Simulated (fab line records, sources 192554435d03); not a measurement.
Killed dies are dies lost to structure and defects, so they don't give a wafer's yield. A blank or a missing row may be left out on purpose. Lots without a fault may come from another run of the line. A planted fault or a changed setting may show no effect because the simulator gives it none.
Split-lot experiment | flow n5_finfet | 7 lots, 21 wafers read, on a route of 1938 steps

THE SPLIT
At N5_ZERO_LAYER_PECVD_02 (deposits SiO2 from SiH4/N2O, target thk 10 nm, time 6 s), the setting time_s was moved away from the recipe's 6 s on 7 of the 21 wafers read, by -10.7% to +9.1%. The other wafers ran this setting at the recipe's value.

The reading is taken at the split's own step.

THE READING
SiO2_of_ZERO_LAYER_PECVD_02.thk_nm (the simulator's own value, which no gauge read), in nm, at N5_ZERO_LAYER_PECVD_02 (deposits SiO2 from SiH4/N2O, target thk 10 nm, time 6 s). The file gives no usual value for it. The 14 wafers here that ran the recipe average 9.999 nm, standard deviation 0.11 nm.

wafer  | tool, chamber at the split | time_s as run, s | against the recipe | SiO2_of_ZERO_LAYER_PECVD_02.thk_nm, nm | against lot-mates on the recipe
L077.2 | pecvd-04, 1                | 6.415            | +6.9%              | 10.62                                  | +0.816
L077.3 | pecvd-04, 0                | 6                | recipe             | 9.804                                  | -
L077.6 | pecvd-04, 0                | 6.415            | +6.9%              | 10.71                                  | +0.906
L081.1 | pecvd-03, 1                | 6                | recipe             | 9.898                                  | -
L081.4 | pecvd-03, 0                | 6                | recipe             | 10.17                                  | -
L081.5 | pecvd-03, 1                | 6                | recipe             | 10.11                                  | -
L082.1 | pecvd-01, 1                | 6                | recipe             | 9.896                                  | -
L082.5 | pecvd-01, 0                | 6                | recipe             | 9.888                                  | -
L082.6 | pecvd-01, 2                | 6                | recipe             | 9.959                                  | -
L087.1 | pecvd-04, 2                | 6                | recipe             | 10.05                                  | -
L087.4 | pecvd-04, 0                | 5.728            | -4.5%              | 9.833                                  | -0.217
L087.5 | pecvd-04, 2                | 5.728            | -4.5%              | 9.765                                  | -0.285
L089.1 | pecvd-03, 2                | 6                | recipe             | 10.09                                  | -
L089.3 | pecvd-03, 1                | 6.544            | +9.1%              | 10.78                                  | +0.685
L089.5 | pecvd-03, 2                | 6                | recipe             | 10.1                                   | -
L091.1 | pecvd-04, 2                | 6                | recipe             | 9.913                                  | -
L091.2 | pecvd-04, 1                | 6                | recipe             | 10.05                                  | -
L091.6 | pecvd-04, 2                | 6                | recipe             | 10.1                                   | -
L096.1 | pecvd-04, 1                | 5.357            | -10.7%             | 8.91                                   | -1.055
L096.4 | pecvd-04, 1                | 5.357            | -10.7%             | 9.211                                  | -0.754
L096.5 | pecvd-04, 0                | 6                | recipe             | 9.965                                  | -

THE FIT
A straight line over all 21 wafers: SiO2_of_ZERO_LAYER_PECVD_02.thk_nm changes by +0.0856 nm for each +1% of time_s; r = +0.96; the points scatter about the line by 0.12 nm.
The same after taking each lot's own level away (the mean of its wafers on the recipe; 21 wafers): +0.0893 nm for each +1%; r = +0.96; scatter 0.12 nm.
On that fit, the largest move of time_s shifts the reading by 0.96 nm.
The lots' own levels span 9.8040 to 10.0950 nm, that is 2.8 times the standard deviation above.
So the lot-to-lot level changes the slope little: the two slopes agree.
Check: with one of the wafers moved furthest among these (-10.7%) left out of the fit, the line predicts -0.865 nm for it against its lot-mates. It came out at -1.05 nm against them.

THE FILE'S OWN FIT
SiO2_of_ZERO_LAYER_PECVD_02.thk_nm changes by +0.0868 nm for each +1% of time_s, r = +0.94.
